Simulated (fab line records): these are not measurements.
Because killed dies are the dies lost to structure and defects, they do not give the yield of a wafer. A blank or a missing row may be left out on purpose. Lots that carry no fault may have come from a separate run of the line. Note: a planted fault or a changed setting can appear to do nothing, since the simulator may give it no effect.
Chamber matching | flow n5Finfet | 3 sister chambers for N5_BEOL_M14_DEP_53 on pecvd-04
The step deposits SiCN from 3MS/NH3, target thk 50 nm, time 17.8 s. 3 wafers are shown with their chamber, then 8 later ones without.

WAFERS PAIRED WITH THEIR CHAMBERS
wafer  | chamber | throttleValvePct (%)
L075.6 | 2       | 17.3
L084.5 | 1       | 19.1
L086.1 | 0       | 17.0

WAFERS MISSING THEIR CHAMBER
wafer  | throttleValvePct (%)
L086.3 | 19.4
L086.5 | 19.0
L087.2 | 17.1
L087.3 | 17.5
L087.6 | 17.3
L090.3 | 19.1
L090.4 | 19.1
L090.6 | 17.1

CHAMBER TAKEN BY EACH
wafer  | from the rows above     | in truth
L086.3 | 1                       | 1
L086.5 | 1                       | 1
L087.2 | can't be placed: 0 or 2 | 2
L087.3 | 2                       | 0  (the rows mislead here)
L087.6 | 2                       | 2
L090.3 | 1                       | 1
L090.4 | 1                       | 1
L090.6 | can't be placed: 0 or 2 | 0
Correctly placed: 5 of 8. Can't be placed from these rows: 2 (the true chamber is among the candidates in 2). 1 placed wrongly.
How it was worked out, from the rows above alone: a wafer's distance from a chamber is the root of the sum, over the readings, of the square of ((its reading less the chamber's mean) divided by the reading's scatter). If the next closest chamber is less than 2 further off than the closest, the wafer can't be placed; otherwise it belongs to the closest. A chamber's mean is the mean of its shown wafers. The scatter: with one shown wafer a chamber, the root of the mean of the squares of how far each hidden wafer lies from its nearest shown one.
